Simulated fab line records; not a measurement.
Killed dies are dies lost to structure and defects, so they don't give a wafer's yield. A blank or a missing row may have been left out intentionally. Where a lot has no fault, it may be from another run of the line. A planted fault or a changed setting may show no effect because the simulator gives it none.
fab line records | flow nandHarc
record: lots: 11 | wafers: 33 | lastDay: 32
route steps=1302 shown A_STAIRCASE@734 END@1302
lots that met no fault: taken from a fault-free run of the same line
startH: hours from the record's first day to the start of the lot's first wafer shown | waitH: hours elapsed since this lot's preceding step | " identical to the entry in the row above | L1.1+2: one row covering several wafers at once | - either no value or no given start | * or withheld: withheld | < > ~ a bound
route shown NAME@n: NAME is a module with steps in the file, n the number in the route of the first one | usual: mean/standard deviation taken from wafers without a fault | same: alike in all rows | chamber/n: place in a boat | sites: each site's reading | _std_site: standard deviation of those values | _edge_site: the outer-site mean with the inner-site mean subtracted | radiusMm: how far each site lies from the wafer's centre | mask NAME#n: copy n | behind: the last tool/chamber to shape the wafer | hold: reason for holding the lot/hours on hold/outcome of the hold | device: whichever transistor did not switch (one of n, p or np) | end of line: tests of these same wafers at the route's end | a step given without rows: its recipe and nothing more | killed: not the wafer's yield, but the dies lost to structure and defects at the first sort | map: a wafer's dies, x killed, . not, _ none there
set.NAME: the setting that was run; set.NAME@STEP: the one run at that earlier step | model.NAME: the simulator's own value behind a step, which no gauge read
one table for each step of the route and one row for each wafer, over a sample of lots
services: the hour from which a tool's chamber was out of use, counted from the record's first day as startH (under 0 if before that day), plus the number of hours and why
== steps ==
step: NHARC_A_STAIRCASE_TRIM_220
recipe: timeS: 211.2 | o2FlowSccm: 500 | arFlowSccm: 0 | biasW: 0 | chemistry: O2
usual: drypumpMotorCurrentA: 6.0/0.5 | oesProductAu: 0.999/0.009 | rfVppV: 57.7/0.94 | showerheadPlenumPTorr: 3.53/0.16 | throttleValvePct: 17.037/0.0091
lot.wafer | tool       | chamber | startH | waitH | drypumpMotorCurrentA | oesProductAu | rfHoursCounterH | rfVppV | showerheadPlenumPTorr | throttleValvePct
L161.1    | rieDiel-13 | 1       | 376.77 | 0.1   | 6.7                  | 0.990        | 4               | 57.1   | 3.33                  | 17.048
L161.2    | "          | 2       | "      | "     | 6.0                  | 1.004        | 4               | 57.6   | 3.81                  | 17.027
L161.3    | "          | 3       | "      | "     | 5.8                  | 1.006        | 4               | 58.4   | 3.58                  | 17.048
L163.2    | rieDiel-11 | 3       | 411.79 | 0.1   | 6.1                  | 1.002        | 52              | 57.8   | 3.57                  | 17.028
L163.4    | "          | 0       | "      | "     | 6.2                  | 0.984        | 51              | 56.0   | 3.31                  | 17.044
L163.5    | "          | 0       | "      | "     | 6.2                  | 0.993        | -               | 56.2   | 3.31                  | 17.043
L164.3    | rieDiel-11 | 2       | 417.51 | 0.1   | 6.6                  | 1.008        | 53              | 57.2   | 3.47                  | 17.051
L164.4    | "          | 0       | "      | "     | 6.2                  | 1.002        | 53              | 55.9   | 3.31                  | 17.030
L164.5    | "          | 1       | "      | "     | 6.2                  | 0.994        | -               | 56.8   | 3.44                  | 17.047
L167.1    | rieDiel-13 | 1       | 432.86 | 0.1   | 6.7                  | 0.993        | 22              | 56.3   | 3.32                  | 17.043
L167.5    | "          | 2       | "      | "     | 6.0                  | 1.001        | -               | 58.7   | 3.80                  | 17.047
L167.6    | "          | 3       | "      | "     | 5.8                  | 0.993        | -               | 59.3   | 3.57                  | 17.045
L170.3    | rieDiel-13 | 0       | 468.88 | 0.1   | 5.1                  | 1.010        | 33              | 55.6   | 3.49                  | 17.023
L170.1    | "          | 3       | "      | "     | 5.9                  | 1.002        | 32              | 59.2   | 3.56                  | 17.014
L170.5    | "          | 0       | "      | "     | 5.1                  | 1.003        | -               | 58.2   | 3.49                  | 17.051
L169.1    | rieDiel-08 | 3       | 469.66 | 0.1   | 6.3                  | 0.992        | 32              | 59.1   | 3.76                  | 17.032
L169.3    | "          | 1       | "      | "     | 6.5                  | 1.008        | 31              | 56.6   | 3.44                  | 17.030
L169.6    | "          | 1       | "      | "     | 6.5                  | 0.998        | -               | 57.5   | 3.44                  | 17.023
L174.3    | rieDiel-08 | 3       | 518.67 | 0.1   | 6.3                  | 0.988        | 47              | 59.2   | 3.75                  | 17.043
L174.6    | "          | 3       | "      | "     | 6.2                  | 0.986        | -               | 58.2   | 3.75                  | 17.032
L174.5    | "          | 0       | "      | "     | 4.9                  | 1.002        | -               | 58.2   | 3.78                  | 17.036
L175.3    | rieDiel-11 | 2       | 524.78 | 0.1   | 6.6                  | 0.997        | 28              | 57.5   | 3.46                  | 17.052
L175.2    | "          | 3       | "      | "     | 6.1                  | 0.998        | 27              | 57.3   | 3.55                  | 17.036
L175.1    | "          | 0       | "      | "     | 6.2                  | 1.002        | 24              | 57.8   | 3.30                  | 17.026
L180.1    | rieDiel-13 | 2       | 561.18 | 0.1   | 6.0                  | 1.004        | 8               | 57.8   | 3.77                  | 17.043
L180.4    | "          | 3       | "      | "     | 5.8                  | 0.989        | 8               | 57.4   | 3.55                  | 17.037
L180.3    | "          | 1       | "      | "     | 6.7                  | 1.023        | 10              | 56.3   | 3.30                  | 17.025
L179.1    | rieDiel-08 | 3       | 562.22 | 0.1   | 6.3                  | 0.998        | 2               | 60.5   | 3.73                  | 17.021
L179.3    | "          | 0       | "      | "     | 4.9                  | 1.000        | 2               | 58.9   | 3.77                  | 17.023
L179.4    | "          | 2       | "      | "     | 5.5                  | 1.006        | -               | 57.7   | 3.53                  | 17.037
L178.4    | rieDiel-13 | 2       | 567.32 | 0.1   | 6.0                  | 1.002        | 10              | 58.8   | 3.77                  | 17.045
L178.2    | "          | 1       | "      | "     | 6.7                  | 1.007        | 12              | 56.8   | 3.30                  | 17.029
L178.6    | "          | 2       | "      | "     | 6.0                  | 0.992        | -               | 58.6   | 3.77                  | 17.031
step: NHARC_A_STAIRCASE_DESCUM_252
recipe: timeS: 3 | o2FlowSccm: 200 | arFlowSccm: 0 | biasPowerW: 0 | chemistry: O2
usual: drypumpMotorCurrentA: 5.9/0.59 | oesProductAu: 0.998/0.0085 | rfVppV: 57.9/0.86 | showerheadPlenumPTorr: 1.94/0.095 | throttleValvePct: 11.310/0.0089
lot.wafer | tool       | chamber | startH | waitH | drypumpMotorCurrentA | oesProductAu | rfHoursCounterH | rfVppV | showerheadPlenumPTorr | throttleValvePct
L161.3    | rieDiel-11 | 0       | 380.25 | -     | 6.2                  | 0.995        | 41              | 57.0   | 1.79                  | 11.300
L161.2    | "          | 1       | "      | "     | 6.1                  | 0.997        | 41              | 57.9   | 1.87                  | 11.298
L161.1    | "          | 3       | "      | "     | 6.1                  | 0.990        | 40              | 58.6   | 1.94                  | 11.318
L163.4    | rieDiel-11 | 2       | 415.44 | -     | 6.6                  | 1.003        | 53              | 57.3   | 1.88                  | 11.297
L163.2    | "          | 3       | "      | "     | 6.1                  | 0.995        | 53              | 57.4   | 1.94                  | 11.296
L163.5    | "          | 1       | "      | "     | 6.2                  | 0.989        | -               | 57.6   | 1.86                  | 11.299
L164.3    | rieDiel-08 | 3       | 421.11 | -     | 6.3                  | 0.994        | 17              | 59.5   | 2.05                  | 11.307
L164.4    | "          | 0       | "      | "     | 4.8                  | 0.999        | 18              | 58.4   | 2.07                  | 11.320
L164.5    | "          | 3       | "      | "     | 6.3                  | 0.997        | -               | 59.3   | 2.05                  | 11.314
L167.1    | rieDiel-08 | 0       | 436.51 | -     | 4.8                  | 1.001        | 21              | 58.2   | 2.07                  | 11.297
L167.5    | "          | 3       | "      | "     | 6.3                  | 0.998        | -               | 58.0   | 2.05                  | 11.317
L167.6    | "          | 0       | "      | "     | 4.8                  | 1.002        | -               | 58.5   | 2.07                  | 11.306
L170.1    | rieDiel-08 | 3       | 472.79 | -     | 6.3                  | 0.985        | 34              | 57.0   | 2.04                  | 11.306
L170.3    | "          | 1       | "      | "     | 6.5                  | 1.005        | 33              | 57.2   | 1.86                  | 11.312
L170.5    | "          | 3       | "      | "     | 6.3                  | 0.991        | -               | 58.0   | 2.05                  | 11.314
L169.1    | rieDiel-08 | 3       | 474.03 | -     | 6.3                  | 0.989        | 35              | 57.8   | 2.04                  | 11.317
L169.3    | "          | 2       | "      | "     | 5.5                  | 0.984        | 32              | 57.6   | 1.92                  | 11.307
L169.6    | "          | 3       | "      | "     | 6.3                  | 0.981        | -               | 58.2   | 2.04                  | 11.299
L174.3    | rieDiel-11 | 1       | 522.79 | -     | 6.2                  | 0.998        | 24              | 58.9   | 1.85                  | 11.305
L174.6    | "          | 0       | "      | "     | 6.2                  | 0.995        | -               | 57.2   | 1.78                  | 11.305
L174.5    | "          | 1       | "      | "     | 6.2                  | 0.996        | -               | 58.1   | 1.85                  | 11.297
L175.3    | rieDiel-13 | 3       | 530.43 | -     | 5.8                  | 0.991        | 1               | 58.5   | 1.93                  | 11.327
L175.1    | "          | 0       | "      | "     | 5.1                  | 0.973        | 1               | 59.0   | 1.89                  | 11.310
L175.2    | "          | 1       | "      | "     | 6.6                  | 0.995        | 1               | 57.3   | 1.78                  | 11.291
L180.1    | rieDiel-08 | 2       | 565.01 | -     | 5.5                  | 1.006        | 3               | 56.7   | 1.91                  | 11.315
L180.3    | "          | 3       | "      | "     | 6.3                  | 0.981        | 3               | 59.4   | 2.03                  | 11.306
L180.4    | "          | 2       | "      | "     | 5.5                  | 0.997        | -               | 57.8   | 1.91                  | 11.300
L179.4    | rieDiel-13 | 3       | 565.95 | -     | 5.8                  | 0.993        | 10              | 57.3   | 1.93                  | 11.310
L179.3    | "          | 0       | "      | "     | 5.1                  | 0.992        | 12              | 59.1   | 1.89                  | 11.301
L179.1    | "          | 1       | "      | "     | 6.6                  | 1.015        | 12              | 56.9   | 1.78                  | 11.314
L178.2    | rieDiel-08 | 2       | 570.80 | -     | 5.5                  | 1.014        | 4               | 58.1   | 1.91                  | 11.309
L178.4    | "          | 0       | "      | "     | 4.8                  | 1.004        | 5               | 57.6   | 2.05                  | 11.294
L178.6    | "          | 3       | "      | "     | 6.3                  | 0.997        | -               | 57.9   | 2.03                  | 11.315
step: NHARC_A_STAIRCASE_ETCH_253
recipe: targetDepthA: 500 | timeS: 20.2 | ionEnergyEv: 400 | c4f8FlowSccm: 20 | o2FlowSccm: 10 | arFlowSccm: withheld | rfW: 600 | biasW: 1000 | chemistry: C4F8/O2
usual: oesProductAu: 0.953/0.019 | rfFwdPowerW: 590/3.7 | rfVppV: 898/6
lot.wafer | tool       | chamber | startH | waitH | oesProductAu | rfFwdPowerW | rfHoursCounterH | rfVppV
L161.1    | rieDiel-11 | 0       | 380.36 | 0.1   | 0.950        | 586         | 41              | 887
L161.3    | "          | 1       | "      | "     | 0.963        | 587         | 41              | 893
L161.2    | "          | 3       | "      | "     | 0.948        | 582         | 40              | 898
L163.4    | rieDiel-11 | 0       | 415.52 | 0.1   | 0.921        | 587         | 52              | 888
L163.2    | "          | 1       | "      | "     | 0.932        | 585         | 52              | 891
L163.5    | "          | 3       | "      | "     | 0.918        | 584         | -               | 897
L164.4    | rieDiel-08 | 0       | 421.19 | 0.1   | 0.952        | 594         | 18              | 906
L164.3    | "          | 3       | "      | "     | 0.941        | 593         | 17              | 905
L164.5    | "          | 1       | "      | "     | 0.961        | 589         | -               | 892
L167.1    | rieDiel-08 | 0       | 436.59 | 0.1   | 0.957        | 593         | 21              | 905
L167.6    | "          | 0       | "      | "     | 0.957        | 595         | -               | 906
L167.5    | "          | 1       | "      | "     | 0.988        | 589         | -               | 891
L170.1    | rieDiel-08 | 2       | 472.92 | 0.1   | 0.961        | 588         | 31              | 896
L170.3    | "          | 3       | "      | "     | 1.037        | 689         | 34              | 903
L170.5    | "          | 3       | "      | "     | 1.044        | 694         | -               | 904
L169.3    | rieDiel-08 | 3       | 474.12 | 0.1   | 1.036        | 691         | 35              | 903
L169.1    | "          | 1       | "      | "     | 0.971        | 589         | 33              | 891
L169.6    | "          | 3       | "      | "     | 1.049        | 692         | -               | 904
L174.3    | rieDiel-11 | 2       | 522.92 | 0.1   | 0.911        | 592         | 28              | 892
L174.6    | "          | 0       | "      | "     | 0.909        | 588         | -               | 888
L174.5    | "          | 1       | "      | "     | 0.922        | 587         | -               | 892
L175.2    | rieDiel-13 | 1       | 530.56 | 0.1   | 0.932        | 586         | 1               | 888
L175.3    | "          | 2       | "      | "     | 0.941        | 593         | 1               | 904
L175.1    | "          | 3       | "      | "     | 0.933        | 589         | 1               | 896
L180.1    | rieDiel-08 | 0       | 565.12 | 0.1   | 0.963        | 594         | 3               | 903
L180.3    | "          | 2       | "      | "     | 0.969        | 589         | 3               | 896
L180.4    | "          | 2       | "      | "     | 0.966        | 589         | -               | 897
L179.3    | rieDiel-13 | 1       | 566.03 | 0.1   | 0.989        | 583         | 12              | 887
L179.4    | "          | 3       | "      | "     | 0.949        | 587         | 10              | 897
L179.1    | "          | 0       | "      | "     | 0.968        | 593         | 12              | 894
L178.2    | rieDiel-08 | 0       | 570.89 | 0.1   | 0.964        | 592         | 5               | 904
L178.4    | "          | 2       | "      | "     | 0.970        | 587         | 4               | 896
L178.6    | "          | 1       | "      | "     | 0.989        | 592         | -               | 892
step: NHARC_A_STAIRCASE_DESCUM_270
recipe: timeS: 3 | o2FlowSccm: 200 | arFlowSccm: 0 | biasPowerW: 0 | chemistry: O2
usual: drypumpMotorCurrentA: 5.9/0.58 | oesProductAu: 1.000/0.0086 | rfVppV: 57.8/0.93 | showerheadPlenumPTorr: 1.94/0.099 | throttleValvePct: 11.310/0.01
lot.wafer | tool       | chamber | startH | waitH | drypumpMotorCurrentA | oesProductAu | rfHoursCounterH | rfVppV | showerheadPlenumPTorr | throttleValvePct
L161.1    | rieDiel-13 | 3       | 389.07 | -     | 5.8                  | 1.001        | 8               | 58.6   | 1.94                  | 11.326
L161.3    | "          | 0       | "      | "     | 5.0                  | 1.000        | 8               | 57.9   | 1.90                  | 11.319
L161.2    | "          | 1       | "      | "     | 6.7                  | 0.994        | 6               | 57.4   | 1.80                  | 11.314
L163.2    | rieDiel-13 | 2       | 419.29 | -     | 6.0                  | 1.002        | 18              | 59.6   | 2.07                  | 11.316
L163.4    | "          | 0       | "      | "     | 5.1                  | 0.992        | 17              | 57.0   | 1.90                  | 11.300
L163.5    | "          | 2       | "      | "     | 6.0                  | 1.011        | -               | 57.6   | 2.07                  | 11.308
L164.3    | rieDiel-13 | 3       | 424.94 | -     | 5.8                  | 1.007        | 17              | 56.9   | 1.94                  | 11.299
L164.4    | "          | 0       | "      | "     | 5.0                  | 1.001        | 18              | 59.0   | 1.90                  | 11.314
L164.5    | "          | 0       | "      | "     | 5.1                  | 0.997        | -               | 56.9   | 1.90                  | 11.321
L167.1    | rieDiel-13 | 0       | 443.10 | -     | 5.0                  | 0.993        | 25              | 58.2   | 1.90                  | 11.312
L167.5    | "          | 1       | "      | "     | 6.7                  | 1.003        | -               | 56.1   | 1.79                  | 11.309
L167.6    | "          | 2       | "      | "     | 6.0                  | 1.015        | -               | 58.7   | 2.07                  | 11.316
L170.3    | rieDiel-13 | 1       | 477.06 | -     | 6.6                  | 0.993        | 38              | 56.8   | 1.79                  | 11.311
L170.1    | "          | 2       | "      | "     | 6.0                  | 1.008        | 38              | 58.8   | 2.06                  | 11.325
L170.5    | "          | 3       | "      | "     | 5.8                  | 1.003        | -               | 57.7   | 1.93                  | 11.322
L169.1    | rieDiel-08 | 0       | 478.29 | -     | 4.8                  | 1.001        | 35              | 59.0   | 2.06                  | 11.312
L169.3    | "          | 1       | "      | "     | 6.5                  | 1.001        | 34              | 58.6   | 1.86                  | 11.302
L169.6    | "          | 0       | "      | "     | 4.8                  | 1.011        | -               | 59.3   | 2.06                  | 11.310
L174.3    | rieDiel-11 | 1       | 526.87 | -     | 6.2                  | 0.991        | 26              | 58.0   | 1.85                  | 11.285
L174.6    | "          | 0       | "      | "     | 6.2                  | 0.997        | -               | 57.1   | 1.78                  | 11.332
L174.5    | "          | 1       | "      | "     | 6.2                  | 1.006        | -               | 57.4   | 1.85                  | 11.311
L175.1    | rieDiel-08 | 3       | 534.53 | -     | 6.3                  | 0.994        | 60              | 59.4   | 2.04                  | 11.291
L175.3    | "          | 0       | "      | "     | 4.8                  | 0.997        | 59              | 57.8   | 2.06                  | 11.343
L175.2    | "          | 2       | "      | "     | 5.5                  | 0.988        | 56              | 56.4   | 1.92                  | 11.295
L180.4    | rieDiel-08 | 2       | 568.75 | -     | 5.5                  | 1.005        | 3               | 57.1   | 1.91                  | 11.304
L180.3    | "          | 3       | "      | "     | 6.3                  | 0.983        | 3               | 59.7   | 2.03                  | 11.322
L180.1    | "          | 0       | "      | "     | 4.8                  | 0.998        | 3               | 57.0   | 2.05                  | 11.311
L179.3    | rieDiel-13 | 0       | 570.76 | -     | 5.0                  | 0.997        | 12              | 57.3   | 1.89                  | 11.310
L179.1    | "          | 2       | "      | "     | 6.0                  | 1.007        | 10              | 57.7   | 2.06                  | 11.315
L179.4    | "          | 1       | "      | "     | 6.6                  | 1.019        | -               | 56.8   | 1.78                  | 11.312
L178.2    | rieDiel-08 | 1       | 574.66 | -     | 6.5                  | 1.008        | 2               | 57.9   | 1.85                  | 11.325
L178.4    | "          | 2       | "      | "     | 5.5                  | 1.019        | 5               | 58.0   | 1.91                  | 11.309
L178.6    | "          | 1       | "      | "     | 6.5                  | 1.014        | -               | 57.9   | 1.85                  | 11.314
step: NHARC_END_SORT_01
recipe: tempC: 25
usual: killedAtArray: 55/17 | killedAtOther: 1.1/1.6 | killedAtPeriphery: 3.8/2.5 | killedDies: 60/18 | killedOpen: 3.3/1.9 | killedShort: 2.5/1.7
same: grossDies: 677
lot.wafer | tool      | chamber | startH | waitH | killedAtArray | killedAtOther | killedAtPeriphery | killedDies | killedOpen | killedShort
L167.1    | prober-01 | 0       | 624.48 | 2.5   | 39            | 0             | 4                 | 43         | 4          | 5
killed by level:class
L167.1 A_CHANNEL_HOLE_D2:chamberFilmFlake=18 A_CHANNEL_HOLE_D1:chamberFilmFlake=3 A_STAIRCASE:chamberFilmFlake=3 A_CONTACT:chamberFilmFlake=2 A_M1:chamberFilmFlake=2 P_M0:geometricParticle:open=1 P_M1:geometricParticle:open=1 A_SOURCE_PLATE:geometricParticle:short=1
== services ==
tool       | chamber | startH | hours | kind
rieDiel-08 | -       | 367.84 | 9.0   | pm
rieDiel-08 | 0       | 367.84 | 9.0   | ventCycle
rieDiel-08 | 1       | 367.84 | 9.0   | ventCycle
rieDiel-08 | 2       | 367.84 | 9.0   | ventCycle
rieDiel-08 | 3       | 367.84 | 9.0   | ventCycle
rieDiel-08 | 0       | 376.84 | -     | clean
rieDiel-08 | 0       | 376.84 | -     | consumableReplace:showerhead
rieDiel-08 | 1       | 376.84 | -     | clean
rieDiel-08 | 2       | 376.84 | -     | clean
rieDiel-08 | 3       | 376.84 | -     | clean
rieDiel-11 | 2       | 379.91 | 2.2   | repair
rieDiel-08 | 1       | 385.33 | 6.2   | repair
rieDiel-08 | 0       | 401.34 | -     | clean
rieDiel-08 | 1       | 401.34 | -     | clean
rieDiel-08 | 2       | 401.34 | -     | clean
rieDiel-11 | 0       | 435.20 | 3.0   | repair
rieDiel-11 | -       | 435.99 | 9.0   | pm
rieDiel-08 | 0       | 462.37 | 9.5   | repair
rieDiel-13 | 0       | 471.12 | 7.6   | repair
rieDiel-11 | 0       | 485.74 | 1.2   | repair
rieDiel-13 | -       | 519.35 | 9.0   | pm
rieDiel-08 | -       | 544.93 | 9.0   | pm
rieDiel-08 | 1       | 558.67 | 8.7   | repair
rieDiel-13 | 3       | 570.33 | 8.1   | repair
== key ==
firstSign: step: NHARC_A_STAIRCASE_ETCH_253 | reading: rfFwdPowerW | direction: up | sigmas: 28 | usual: * | struck: *
effect: step: NHARC_A_STAIRCASE_ETCH_253 | reading: oesProductAu | direction: up | sigmas: 4.6 | usual: 0.953 | struck: 1.042
metAt NHARC_A_STAIRCASE_ETCH_253
struckLots L169,L170
struckWafers L169.3,L169.6,L170.3,L170.5
testerLeftOut L169,L170
notActingAt NHARC_A_STAIRCASE_TRIM_220,NHARC_A_STAIRCASE_DESCUM_252,NHARC_A_STAIRCASE_DESCUM_270
onsetBetween 421.19 472.92
fault: kind: processParameterDrift | tool: rieDiel-08 | chamber: 3 | onsetH: 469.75 | steps: NHARC_A_STAIRCASE_ETCH_253 | channel: rfW | offset: * | shape: step | endH: 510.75 | actsIn: * | stated: *
testerLeftOut: of these lots the tester's yield and bins aren't shown, on N5 and GAA mostly nor the transistor test; their killed dies are dies lost to structure and defects alone, not to doping, threshold or leakage, so they don't give the yield
